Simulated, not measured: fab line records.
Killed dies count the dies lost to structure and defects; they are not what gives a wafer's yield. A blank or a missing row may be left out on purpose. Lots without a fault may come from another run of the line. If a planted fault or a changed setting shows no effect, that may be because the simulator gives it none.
Chamber matching | flow nandHarc | rieDiel-03 running NHARC_A_BLC_ETCH_16: 4 sister chambers
The step etches the open film in CF4, target depth 39 nm, time 65 s. 22 wafers are shown with their chamber, then 11 later ones without.

== EACH WAFER AND ITS CHAMBER ==
wafer  | chamber | showerheadPlenumPTorr (Torr) | drypumpMotorCurrentA (A) | rfFwdPowerW (W)
L079.2 | 1       | 1.75                         | 5.9                      | 296.8
L079.3 | 2       | 1.71                         | 5.0                      | 298.7
L079.6 | 1       | 1.75                         | 5.8                      | 297.7
L078.3 | 3       | 1.74                         | 5.0                      | 298.4
L078.4 | 0       | 1.83                         | 6.1                      | 297.4
L078.5 | 0       | 1.83                         | 6.0                      | 297.8
L077.3 | 2       | 1.71                         | 5.0                      | 298.2
L077.5 | 3       | 1.74                         | 5.0                      | 297.0
L077.6 | 2       | 1.71                         | 5.0                      | 297.9
L082.2 | 0       | 1.83                         | 6.0                      | 296.3
L082.4 | 3       | 1.74                         | 5.0                      | 297.2
L082.6 | 2       | 1.71                         | 5.0                      | 297.7
L085.1 | 0       | 1.83                         | 6.1                      | 297.1
L085.5 | 2       | 1.71                         | 5.0                      | 297.9
L085.6 | 1       | 1.74                         | 5.8                      | 296.7
L087.2 | 3       | 1.74                         | 5.0                      | 297.3
L087.3 | 1       | 1.74                         | 5.9                      | 297.0
L087.5 | 3       | 1.74                         | 5.0                      | 296.9
L090.1 | 0       | 1.83                         | 6.0                      | 295.7
L090.3 | 1       | 1.74                         | 5.8                      | 296.9
L090.5 | 1       | 1.74                         | 5.8                      | 298.1
L093.2 | 2       | 1.71                         | 5.0                      | 299.1

SIGNATURES, as means of the wafers listed above
reading               | chamber 0 | chamber 1 | chamber 2 | chamber 3 | scatter within a chamber
showerheadPlenumPTorr | 1.8300    | 1.7433    | 1.7100    | 1.7400    | 0.00272
drypumpMotorCurrentA  | 6.040     | 5.833     | 5.000     | 5.000     | 0.0375
rfFwdPowerW           | 296.860   | 297.200   | 298.250   | 297.360   | 0.642
Rule: for each reading, subtract the chamber's mean from the wafer's reading, divide by that reading's scatter and square the result; add these up over the readings and take the root, which gives the wafer's distance from the chamber. If the next closest chamber is less than 2 further off than the closest, the wafer can't be placed; otherwise it belongs to the closest. How the scatter is found: for the shown wafers, subtract from each reading the mean of its chamber, square and add these, divide the total by (wafers less chambers), then take the root.

== WAFERS WITHOUT THEIR CHAMBER ==
wafer  | showerheadPlenumPTorr (Torr) | drypumpMotorCurrentA (A) | rfFwdPowerW (W)
L093.3 | 1.83                         | 6.0                      | 296.3
L093.6 | 1.74                         | 5.0                      | 296.5
L094.1 | 1.71                         | 5.0                      | 297.5
L094.3 | 1.74                         | 5.8                      | 297.8
L094.5 | 1.83                         | 6.1                      | 295.7
L095.3 | 1.74                         | 5.8                      | 296.1
L095.5 | 1.83                         | 6.0                      | 298.3
L095.6 | 1.74                         | 5.0                      | 297.3
L097.2 | 1.74                         | 5.0                      | 296.2
L097.3 | 1.74                         | 5.9                      | 298.0
L097.5 | 1.74                         | 5.0                      | 295.7

== CHAMBER TAKEN BY EACH ==
wafer  | from the rows above | in truth
L093.3 | 0                   | 0
L093.6 | 3                   | 3
L094.1 | 2                   | 2
L094.3 | 1                   | 1
L094.5 | 0                   | 0
L095.3 | 1                   | 1
L095.5 | 0                   | 0
L095.6 | 3                   | 3
L097.2 | 3                   | 3
L097.3 | 1                   | 1
L097.5 | 3                   | 3
11 of 11 placed correctly. Not placeable from these rows: 0. Wrongly placed: 0.
